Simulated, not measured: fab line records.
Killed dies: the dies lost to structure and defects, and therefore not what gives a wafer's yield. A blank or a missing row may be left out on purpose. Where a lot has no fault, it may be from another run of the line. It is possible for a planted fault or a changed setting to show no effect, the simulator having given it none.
Which tool is to blame?	flow n5 finfet	Sampling: 22 lots, 66 wafers, 6 of 1938 route steps

== WHAT EACH GAUGE READ, for each wafer ==
Not one reading of a measure or inspect step in the record can be checked against a usual standard deviation.

== WHAT TOOL EACH LOT RAN ON (gives the tool, then ch and the chambers of the sampled wafers, and finally the start) ==
lot	N5_BEOL_M2_SPUTTER_88	N5_BEOL_M2_ANNEAL_89	N5_BEOL_M2_SPUTTER_96	N5_BEOL_M3_ETCH_63	N5_BEOL_M3_STRIP_66	N5_BEOL_M3_HM_OPEN_17
L074	pvd sputter-01, day 6 21:33	pvd sputter-01, day 6 21:38	pvd sputter-01, day 6 22:26	rie diel-03 ch 0,2,3, day 7 00:34	rie diel-03 ch 0,2,3, day 7 00:43	rie metal-01 ch 0,1, day 7 00:46
L075	pvd sputter-02, day 6 21:43	pvd sputter-02, day 6 21:47	pvd sputter-02, day 6 22:35	rie diel-02 ch 0,3, day 7 04:14	rie diel-02 ch 0,3, day 7 04:23	rie metal-03 ch 0,1, day 7 04:25
L076	pvd sputter-01, day 7 01:44	pvd sputter-01, day 7 01:49	pvd sputter-01, day 7 02:37	rie diel-02 ch 0,2,3, day 7 05:08	rie diel-02 ch 0,2,3, day 7 05:18	rie metal-02 ch 0,1, day 7 05:22
L077	pvd sputter-03, day 7 18:02	pvd sputter-03, day 7 18:07	pvd sputter-03, day 7 18:55	rie diel-02 ch 0,2,3, day 7 21:26	rie diel-02 ch 0,2,3, day 7 21:35	rie metal-01 ch 0,1, day 7 21:40
L079	pvd sputter-02, day 8 00:34	pvd sputter-02, day 8 00:39	pvd sputter-02, day 8 01:27	rie diel-03 ch 0,1,2, day 8 07:12	rie diel-03 ch 0,1,2, day 8 07:22	rie metal-03 ch 0,1, day 8 07:24
L078	pvd sputter-01, day 8 00:47	pvd sputter-01, day 8 00:52	pvd sputter-01, day 8 01:44	rie diel-02 ch 0,3, day 8 07:29	rie diel-02 ch 0,3, day 8 07:38	rie metal-02 ch 0,1, day 8 07:40
L080	pvd sputter-03, day 8 21:02	pvd sputter-03, day 8 21:07	pvd sputter-03, day 8 21:55	rie diel-02 ch 2,3, day 9 00:07	rie diel-02 ch 2,3, day 9 00:16	rie metal-01 ch 0,1, day 9 00:20
L081	pvd sputter-01, day 8 21:08	pvd sputter-01, day 8 21:13	pvd sputter-01, day 8 22:05	rie diel-05 ch 0,2,3, day 9 00:21	rie diel-05 ch 0,2,3, day 9 00:30	rie metal-01 ch 0,1, day 9 00:32
L083	pvd sputter-02, day 9 01:04	pvd sputter-02, day 9 01:08	pvd sputter-02, day 9 01:56	rie diel-03 ch 0,1,3, day 9 03:57	rie diel-03 ch 0,1,3, day 9 04:06	rie metal-02 ch 0,1, day 9 04:08
L084	pvd sputter-01, day 9 06:11	pvd sputter-01, day 9 06:16	pvd sputter-01, day 9 07:04	rie diel-02 ch 0,2, day 9 09:11	rie diel-02 ch 0,2, day 9 09:20	rie metal-03 ch 0,1, day 9 09:25
L085	pvd sputter-01, day 9 09:28	pvd sputter-01, day 9 09:33	pvd sputter-01, day 9 10:21	rie diel-05 ch 1,2, day 9 13:38	rie diel-05 ch 1,2, day 9 13:48	rie metal-03 ch 0,1, day 9 13:50
L088	pvd sputter-01, day 10 00:46	pvd sputter-01, day 10 00:51	pvd sputter-01, day 10 01:39	rie diel-03 ch 0,2, day 10 04:35	rie diel-03 ch 0,2, day 10 04:44	rie metal-02 ch 1, day 10 04:48
L086	pvd sputter-03, day 10 06:08	pvd sputter-03, day 10 06:13	pvd sputter-03, day 10 07:01	rie diel-03 ch 0,3, day 10 08:59	rie diel-03 ch 0,3, day 10 09:09	rie metal-02 ch 1, day 10 09:13
L087	pvd sputter-01, day 10 10:05	pvd sputter-01, day 10 10:10	pvd sputter-01, day 10 10:58	rie diel-02 ch 0,1,3, day 10 14:53	rie diel-02 ch 0,1,3, day 10 15:02	rie metal-02 ch 0, day 10 15:04
L089	pvd sputter-01, day 10 19:14	pvd sputter-01, day 10 19:19	pvd sputter-01, day 10 20:07	rie diel-02 ch 2,3, day 10 23:32	rie diel-02 ch 2,3, day 10 23:41	rie metal-03 ch 0,1, day 10 23:44
L090	pvd sputter-01, day 10 21:41	pvd sputter-01, day 10 21:46	pvd sputter-01, day 10 22:34	rie diel-03 ch 1,2, day 11 02:21	rie diel-03 ch 1,2, day 11 02:30	rie metal-01 ch 0,1, day 11 02:35
L092	pvd sputter-02, day 11 03:23	pvd sputter-02, day 11 03:28	pvd sputter-02, day 11 04:16	rie diel-02 ch 0,1,3, day 11 06:30	rie diel-02 ch 0,1,3, day 11 06:40	rie metal-01 ch 0,1, day 11 06:44
L091	pvd sputter-01, day 11 03:26	pvd sputter-01, day 11 03:31	pvd sputter-01, day 11 04:19	rie diel-05 ch 1,3, day 11 06:47	rie diel-05 ch 1,3, day 11 06:56	rie metal-03 ch 0,1, day 11 06:59
L095	pvd sputter-02, day 11 16:58	pvd sputter-02, day 11 17:03	pvd sputter-02, day 11 17:51	rie diel-05 ch 1,3, day 11 20:01	rie diel-05 ch 1,3, day 11 20:10	rie metal-01 ch 0, day 11 20:13
L094	pvd sputter-03, day 11 20:52	pvd sputter-03, day 11 20:56	pvd sputter-03, day 11 21:44	rie diel-03 ch 0,3, day 11 23:56	rie diel-03 ch 0,3, day 12 00:05	rie metal-03 ch 0,1, day 12 00:08
L096	pvd sputter-01, day 12 13:00	pvd sputter-01, day 12 13:05	pvd sputter-01, day 12 13:53	rie diel-03 ch 0,1,3, day 12 17:47	rie diel-03 ch 0,1,3, day 12 17:57	rie metal-02 ch 1, day 12 17:59
L097	pvd sputter-01, day 12 21:01	pvd sputter-01, day 12 21:05	pvd sputter-01, day 12 21:53	rie diel-02 ch 0,2,3, day 13 03:07	rie diel-02 ch 0,2,3, day 13 03:17	rie metal-01 ch 0,1, day 13 03:20
- N5_BEOL_M2_SPUTTER_88: material Cu, target thk 4.5 nm, time 8.29 s.
- N5_BEOL_M2_ANNEAL_89: time 240 s.
- N5_BEOL_M2_SPUTTER_96: material Cu, target thk 4.5 nm, time 8.29 s.
- N5_BEOL_M3_ETCH_63: etches SiARC in CF4, target depth 15.6 nm, time 26 s.
- N5_BEOL_M3_STRIP_66: strips in CF4.
- N5_BEOL_M3_HM_OPEN_17: chemistry Cl2/BCl3, target TiN, target depth 20 nm, overetch 6 nm.

== WHAT THE TOOLS THEMSELVES READ (means of the sampled wafers that have a number; where no wafer has one, the mark that the record gives instead) ==
N5_BEOL_M2_SPUTTER_88.
lot	tool	throttle valve pct (%)
L074	pvd sputter-01	30.2
L075	pvd sputter-02	28.2
L076	pvd sputter-01	29.9
L077	pvd sputter-03	29.5
L079	pvd sputter-02	29.6
L078	pvd sputter-01	30.2
L080	pvd sputter-03	30.0
L081	pvd sputter-01	29.7
L083	pvd sputter-02	31.3
L084	pvd sputter-01	30.2
L085	pvd sputter-01	30.9
L088	pvd sputter-01	30.5
L086	pvd sputter-03	30.2
L087	pvd sputter-01	30.2
L089	pvd sputter-01	30.4
L090	pvd sputter-01	30.4
L092	pvd sputter-02	29.1
L091	pvd sputter-01	30.5
L095	pvd sputter-02	31.1
L094	pvd sputter-03	29.5
L096	pvd sputter-01	29.8
L097	pvd sputter-01	29.2

N5_BEOL_M2_ANNEAL_89.
lot	tool	heater power w (W)
L074	pvd sputter-01	803
L075	pvd sputter-02	834
L076	pvd sputter-01	787
L077	pvd sputter-03	851
L079	pvd sputter-02	848
L078	pvd sputter-01	771
L080	pvd sputter-03	855
L081	pvd sputter-01	828
L083	pvd sputter-02	799
L084	pvd sputter-01	750
L085	pvd sputter-01	807
L088	pvd sputter-01	769
L086	pvd sputter-03	858
L087	pvd sputter-01	817
L089	pvd sputter-01	763
L090	pvd sputter-01	766
L092	pvd sputter-02	817
L091	pvd sputter-01	767
L095	pvd sputter-02	813
L094	pvd sputter-03	847
L096	pvd sputter-01	774
L097	pvd sputter-01	788

N5_BEOL_M2_SPUTTER_96.
lot	tool	throttle valve pct (%)
L074	pvd sputter-01	30.2
L075	pvd sputter-02	28.4
L076	pvd sputter-01	30.0
L077	pvd sputter-03	29.4
L079	pvd sputter-02	29.2
L078	pvd sputter-01	30.4
L080	pvd sputter-03	30.2
L081	pvd sputter-01	29.7
L083	pvd sputter-02	31.2
L084	pvd sputter-01	30.3
L085	pvd sputter-01	30.7
L088	pvd sputter-01	30.5
L086	pvd sputter-03	30.0
L087	pvd sputter-01	30.3
L089	pvd sputter-01	30.3
L090	pvd sputter-01	30.4
L092	pvd sputter-02	29.2
L091	pvd sputter-01	30.5
L095	pvd sputter-02	31.1
L094	pvd sputter-03	29.4
L096	pvd sputter-01	29.8
L097	pvd sputter-01	29.1

N5_BEOL_M3_ETCH_63.
lot	tool	bias w (W)	drypump motor current A (A)	etch rf on time s (s)	mfc ar sccm (sccm)	oes product au (a.u.)	rf fwd power W (W)	rf vpp V (V)	showerhead plenum p Torr (Torr)	throttle valve pct (%)
L074	rie diel-03	35.95	5.9	25.5	100.1	0.68	530.6	184.9	2.15	15.52
L075	rie diel-02	36.00	5.4	25.5	99.9	0.73	530.6	183.6	2.10	15.22
L076	rie diel-02	36.00	5.7	26.1	100.0	0.68	530.4	184.1	2.11	15.48
L077	rie diel-02	36.03	5.7	26.0	99.9	0.67	533.1	184.2	2.11	15.48
L079	rie diel-03	36.04	5.3	25.8	100.0	0.70	534.2	185.0	2.16	15.53
L078	rie diel-02	35.88	5.4	25.5	100.4	0.72	532.7	183.2	2.10	15.25
L080	rie diel-02	35.90	5.7	26.6	100.3	0.62	534.7	184.7	2.12	15.72
L081	rie diel-05	35.99	6.0	25.7	99.8	0.67	530.4	184.3	2.13	15.64
L083	rie diel-03	36.06	5.6	25.4	100.1	0.73	532.8	183.3	2.14	15.43
L084	rie diel-02	36.15	5.7	25.5	99.9	0.71	531.6	183.6	2.10	15.30
L085	rie diel-05	36.01	5.7	25.0	100.3	0.68	531.3	184.8	2.18	15.43
L088	rie diel-03	36.02	5.4	25.7	100.1	0.67	532.6	183.7	2.12	15.57
L086	rie diel-03	35.92	5.8	25.1	99.9	0.71	531.3	182.9	2.11	15.47
L087	rie diel-02	36.03	5.5	25.7	100.0	0.68	533.3	183.7	2.08	15.40
L089	rie diel-02	35.98	5.8	26.6	99.9	0.61	534.4	183.8	2.11	15.75
L090	rie diel-03	35.95	5.4	26.1	100.2	0.64	533.6	185.3	2.19	15.65
L092	rie diel-02	36.07	5.5	25.6	100.0	0.68	530.9	183.4	2.08	15.41
L091	rie diel-05	35.87	6.2	25.8	100.0	0.66	533.0	183.8	2.13	15.73
L095	rie diel-05	35.98	6.1	26.1	100.2	0.65	531.6	183.7	2.13	15.73
L094	rie diel-03	35.97	5.7	25.7	100.6	0.69	530.6	184.1	2.10	15.51
L096	rie diel-03	36.09	5.6	25.7	100.0	0.70	533.0	183.3	2.13	15.49
L097	rie diel-02	36.03	5.7	26.1	100.0	0.64	531.0	183.5	2.10	15.56

N5_BEOL_M3_STRIP_66.
lot	tool	bias power w (W)	drypump motor current A (A)	oes product au (a.u.)	rf fwd power W (W)	rf vpp V (V)	showerhead plenum p Torr (Torr)	throttle valve pct (%)
L074	rie diel-03	74.97	5.9	0.78	293.2	271.3	1.81	13.52
L075	rie diel-02	74.90	5.4	0.84	292.7	270.9	1.75	13.18
L076	rie diel-02	75.03	5.7	0.78	292.6	270.9	1.76	13.45
L077	rie diel-02	75.26	5.7	0.78	292.5	270.8	1.76	13.47
L079	rie diel-03	74.91	5.3	0.81	293.2	272.8	1.81	13.51
L078	rie diel-02	74.94	5.4	0.82	292.1	271.3	1.74	13.19
L080	rie diel-02	74.86	5.7	0.73	292.9	270.9	1.78	13.72
L081	rie diel-05	74.99	6.0	0.77	292.7	270.4	1.79	13.63
L083	rie diel-03	74.84	5.6	0.83	293.2	271.8	1.80	13.41
L084	rie diel-02	75.06	5.7	0.81	292.8	269.9	1.75	13.24
L085	rie diel-05	75.25	5.8	0.77	292.7	270.6	1.83	13.45
L088	rie diel-03	75.06	5.4	0.77	291.4	270.4	1.78	13.55
L086	rie diel-03	75.07	5.7	0.80	292.9	270.9	1.77	13.47
L087	rie diel-02	75.01	5.5	0.78	292.7	271.3	1.74	13.37
L089	rie diel-02	74.81	5.7	0.72	292.2	270.5	1.77	13.76
L090	rie diel-03	75.15	5.4	0.74	293.3	272.2	1.84	13.68
L092	rie diel-02	75.02	5.5	0.78	292.8	270.1	1.74	13.37
L091	rie diel-05	75.06	6.2	0.76	291.2	269.7	1.78	13.69
L095	rie diel-05	75.05	6.2	0.76	292.5	271.4	1.78	13.69
L094	rie diel-03	74.83	5.7	0.79	291.8	269.8	1.76	13.48
L096	rie diel-03	74.90	5.6	0.80	291.8	271.4	1.79	13.47
L097	rie diel-02	75.07	5.7	0.75	292.6	270.7	1.75	13.55

N5_BEOL_M3_HM_OPEN_17.
lot	tool	bias w (W)	drypump motor current A (A)	mfc ar sccm (sccm)	oes product au (a.u.)	rf fwd power W (W)	throttle valve pct (%)
L074	rie metal-01	126.0	6.0	24.99	0.78	996.3	22.14
L075	rie metal-03	125.9	5.3	25.07	0.59	996.2	22.52
L076	rie metal-02	126.2	5.5	24.93	0.72	995.4	22.17
L077	rie metal-01	126.0	5.8	24.98	0.76	993.3	22.31
L079	rie metal-03	125.9	5.4	25.00	0.68	997.3	22.51
L078	rie metal-02	126.0	5.5	24.99	0.68	990.8	22.16
L080	rie metal-01	125.8	5.8	25.06	0.75	993.7	22.31
L081	rie metal-01	126.1	5.7	24.99	0.75	991.1	22.29
L083	rie metal-02	125.9	5.5	25.01	0.68	994.5	22.14
L084	rie metal-03	126.0	5.4	25.06	0.77	996.9	22.39
L085	rie metal-03	125.8	5.3	24.93	0.78	995.7	22.26
L088	rie metal-02	126.0	5.6	25.00	0.65	991.2	22.13
L086	rie metal-02	126.1	5.6	25.03	0.64	990.6	22.11
L087	rie metal-02	126.4	5.4	25.01	0.73	991.9	22.23
L089	rie metal-03	126.0	5.4	25.03	0.75	993.8	22.40
L090	rie metal-01	126.1	6.0	25.01	0.72	995.1	22.19
L092	rie metal-01	125.7	6.0	24.98	0.73	993.4	22.18
L091	rie metal-03	126.2	5.4	24.99	0.74	995.9	22.41
L095	rie metal-01	125.7	6.2	24.95	0.72	992.6	22.05
L094	rie metal-03	125.8	5.4	25.02	0.75	992.7	22.39
L096	rie metal-02	126.1	5.6	24.99	0.64	992.8	22.14
L097	rie metal-01	125.8	6.1	24.98	0.72	995.7	22.17

== THE ANSWER, worked out from the rows above alone ==
Rule: usual is defined by the lots themselves. Put in order of their means at a reading, lots are off if they are a third of the lots or fewer, leave a main group of 4 or more, and stand apart from it by a gap of 3 or more times the standard deviation of the main group's means; of several such gaps the widest counts. If all means in a main group match to the digits the tables above print for the reading, that group is not used. A lot without any number at a reading at which 4 lots or more have one is off too. Any other lot the step has rows for is counted as sound. After the gauges, taken in route order, come the tools' own readings; for these a lot's mean is taken, as printed above. The first step at which some lot is off is used, and at that step the reading that is off furthest; a lot without a number counts as furthest.
No lot is off on any of the readings shown, so nothing can be concluded from this.

== WHAT THE SIMULATOR HAD INSERTED ==
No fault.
